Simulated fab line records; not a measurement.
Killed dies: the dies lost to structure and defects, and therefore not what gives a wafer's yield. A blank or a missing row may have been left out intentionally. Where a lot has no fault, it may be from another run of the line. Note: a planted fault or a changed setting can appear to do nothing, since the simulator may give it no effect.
Split-lot experiment    flow n5 finfet    route with 1938 steps; 7 lots, 39 wafers read

THE SPLIT
At N5_BEOL_M4_DEP_57 (deposits SiCN from 3MS/NH3, target thk 8 nm, time 14 s), the setting time s was moved away from the recipe's 14 s on 12 of the 39 wafers read, by -29.3% to +37.7%. This setting was run at the recipe's value on the other wafers.

The reading comes from the split's own step.

THE READING
SiCN_of_BEOL_M4_DEP_57.thk nm (the simulator's own value, which no gauge read), in nm, at N5_BEOL_M4_DEP_57 (deposits SiCN from 3MS/NH3, target thk 8 nm, time 14 s). The file gives no usual value for it. Here, 27 wafers ran the recipe; their average is 8.0 nm with a standard deviation of 0.21 nm.

wafer   tool, chamber at the split  time s as run, s  against the recipe  SiCN_of_BEOL_M4_DEP_57.thk nm, nm  against lot-mates on the recipe
L075.1  pecvd-02, 0,2,1,0           14                recipe              8                                  -
L075.2  pecvd-02, 0,2,1,0           14                recipe              8                                  -
L075.3  pecvd-02, 0,2,1,0           14                recipe              8                                  -
L075.5  pecvd-02, 0,2,1,0           14                recipe              8                                  -
L075.4  pecvd-02, 1,2               14                recipe              8.2                                -
L075.6  pecvd-02, 1,2               14                recipe              8.2                                -
L078.1  pecvd-02, 1                 14                recipe              8                                  -
L078.5  pecvd-02, 2,1               14                recipe              7.8                                -
L078.6  pecvd-02, 2,1               14                recipe              7.8                                -
L080.1  pecvd-01, 1                 9.905             -29.3%              5.6                                -2.3
L080.2  pecvd-01, 0                 14                recipe              7.6                                -
L080.3  pecvd-01, 2                 9.905             -29.3%              5.8                                -2.1
L080.4  pecvd-01, 0                 9.905             -29.3%              5.4                                -2.5
L080.5  pecvd-01, 1                 14                recipe              8                                  -
L080.6  pecvd-01, 2                 14                recipe              8.2                                -
L085.1  pecvd-01, 1                 14                recipe              7.8                                -
L085.2  pecvd-01, 2                 11.73             -16.2%              6.8                                -1.1
L085.3  pecvd-01, 0                 11.73             -16.2%              6.4                                -1.5
L085.4  pecvd-01, 2                 11.73             -16.2%              7                                  -0.9
L085.5  pecvd-01, 0,1               14                recipe              8                                  -
L085.6  pecvd-01, 0,1               14                recipe              8                                  -
L084.1  pecvd-02, 1                 17.75             +26.8%              10                                 +1.9
L084.2  pecvd-02, 0                 17.75             +26.8%              10.2                               +2.1
L084.3  pecvd-02, 2                 14                recipe              7.8                                -
L084.4  pecvd-02, 0,1               14                recipe              8.2                                -
L084.6  pecvd-02, 0,1               14                recipe              8.2                                -
L084.5  pecvd-02, 2                 17.75             +26.8%              9.8                                +1.7
L088.1  pecvd-02, 2                 14                recipe              8                                  -
L088.2  pecvd-02, 1,0               19.28             +37.7%              11                                 +2.9
L088.3  pecvd-02, 1,0               19.28             +37.7%              11                                 +2.9
L088.4  pecvd-02, 0                 14                recipe              8.4                                -
L088.5  pecvd-02, 1                 19.28             +37.7%              11.2                               +3.1
L088.6  pecvd-02, 2                 14                recipe              7.8                                -
L095.1  pecvd-02, 2                 14                recipe              7.8                                -
L095.4  pecvd-02, 2                 14                recipe              7.8                                -
L095.2  pecvd-02, 0                 14                recipe              8.4                                -
L095.6  pecvd-02, 0                 14                recipe              8.4                                -
L095.3  pecvd-02, 1                 14                recipe              8.2                                -
L095.5  pecvd-02, 1                 14                recipe              8.2                                -
The file does not say which wafer passed through which chamber wherever a row lists several chambers: such a row stands for several wafers.

THE FIT
A straight line over all 39 wafers: SiCN_of_BEOL_M4_DEP_57.thk nm changes by +0.0797 nm for each +1% of time s; r = +0.99; the points scatter about the line by 0.21 nm.
The same after taking each lot's own level away (the mean of its wafers on the recipe; 39 wafers): +0.0776 nm for each +1%; r = +0.99; scatter 0.2 nm.
Per that fit: largest time s move, reading shift of 2.9 nm.
The lots' own levels span 7.87 to 8.13 nm, that is 1.3 times the standard deviation above.
The two slopes are in agreement: the lot-to-lot level therefore moves the slope only a little.
Check: with one of the wafers moved furthest among these (+37.7%) left out of the fit, the line predicts +2.92 nm for it against its lot-mates. Against them it came out at +2.93 nm.

FURTHER SPLITS ON THESE WAFERS
Before the reading, these wafers also passed through other splits. Each is held against what the fit with the lots' levels taken away leaves over:
other split on the same wafers        wafers away from the commonest value  r with SiCN_of_BEOL_M4_DEP_57.thk nm (lot level and that fit taken away)
N5_FIN_SAQP_HM_DEP_03 target thk a    15                                    +0.05
N5_SD_EPI_N_EPI_21 epi growth time s  9                                     -0.33
N5_HKMG_FIN_ETCH_55 time s            15                                    -0.06
N5_BEOL_M0_SAQP_PECVD_00 time s       12                                    +0.27
N5_BEOL_M1_DEP_57 target thk a        18                                    +0.01
N5_BEOL_M3_TRENCH_ETCH_37 time s      15                                    +0.07

FILE'S OWN FIT
SiCN_of_BEOL_M4_DEP_57.thk nm changes by +0.0775 nm for each +1% of time s, r = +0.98.
